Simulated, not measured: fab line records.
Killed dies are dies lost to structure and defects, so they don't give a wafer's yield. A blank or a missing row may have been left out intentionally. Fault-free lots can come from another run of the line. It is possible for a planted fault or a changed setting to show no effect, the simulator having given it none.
One fault through the eyes of 3 desks | flow n5-finfet | only its own numbers are on each desk; what lay behind them is given at the end

== METROLOGY DESK ==
What the gauges read for every lot (on any tool): the sampled wafers with a number, averaged. Any lot whose mean is over 4 standard deviations away from the usual mean is out of limits and marked OUT; that distance is given in the brackets.
Columns: A = cd-nm at N5_BEOL_M10_CD_MEAS_28, usual 69.5 nm; B = V9_OVL at N5_BEOL_M10_OVL_MEAS_29, usual 0.0 nm
lot  | first seen here | A    | B
L555 | day 11 20:20    | 68.2 | -0.5
L556 | day 12 06:49    | 70.0 | 0.4
L560 | day 12 13:07    | 69.1 | -0.4
L561 | day 12 21:02    | 70.4 | -0.3
L562 | day 13 04:11    | 70.9 | -0.1
L569 | day 15 01:45    | 70.6 | 0.5
L573 | day 16 11:22    | 68.0 | 0.1
This desk's verdict: no lot among the 7 shows anything out of limits.

== TOOL OWNER'S DESK, rie-diel-04 ==
The tool's own readings at N5_BEOL_M10_ETCH_66 (etches SOC in N2/H2, target depth 120 nm, overetch 24 nm, time 180 s): means of the sampled wafers that have a number, for each lot that ran on this tool. Any lot whose mean is over 4 standard deviations away from the usual mean is out of limits and marked OUT; that distance is given in the brackets.
Columns: A = drypump-motor-current-A at N5_BEOL_M10_ETCH_66, usual 6.0 A; B = oes-product-au at N5_BEOL_M10_ETCH_66, usual 0.67 a.u.; C = rf-vpp-V at N5_BEOL_M10_ETCH_66, usual 524.5 V; D = showerhead-plenum-p-Torr at N5_BEOL_M10_ETCH_66, usual 2.56 Torr; E = throttle-valve-pct at N5_BEOL_M10_ETCH_66, usual 17.68 %
lot  | first seen here | A   | B    | C     | D    | E
L555 | day 11 20:32    | 5.8 | 0.71 | 527.5 | 2.67 | 17.62
L560 | day 12 13:17    | 5.8 | 0.71 | 527.0 | 2.65 | 17.38
L561 | day 12 21:13    | 5.8 | 0.70 | 526.5 | 2.65 | 17.38
L562 | day 13 04:22    | 5.9 | 0.68 | 527.4 | 2.69 | 17.52
This desk's verdict: no lot among the 4 shows anything out of limits.

== THE DEFECT DESK ==
What the inspections along the route counted, lot by lot: means of the sampled wafers that have a number. Any lot whose mean is over 4 standard deviations away from the usual mean is out of limits and marked OUT; that distance is given in the brackets.
Columns: A = raw-defect-count at N5_BEOL_M10_INSPECT_30, usual 456
lot  | first seen here | A
L555 | day 11 20:25    | 494
L556 | day 12 06:52    | 538
L560 | day 12 13:10    | 422
L561 | day 12 21:05    | 362
L562 | day 13 04:14    | 366
L569 | day 15 01:49    | 385
L573 | day 16 11:26    | 319
This desk's verdict: no lot among the 7 shows anything out of limits.

== ALL TOGETHER ==
The metrology desk saw nothing out of limits.
The tool owner's desk saw nothing out of limits.
The defect desk saw nothing out of limits.

== WHAT THE SIMULATOR HAD PUT IN ==
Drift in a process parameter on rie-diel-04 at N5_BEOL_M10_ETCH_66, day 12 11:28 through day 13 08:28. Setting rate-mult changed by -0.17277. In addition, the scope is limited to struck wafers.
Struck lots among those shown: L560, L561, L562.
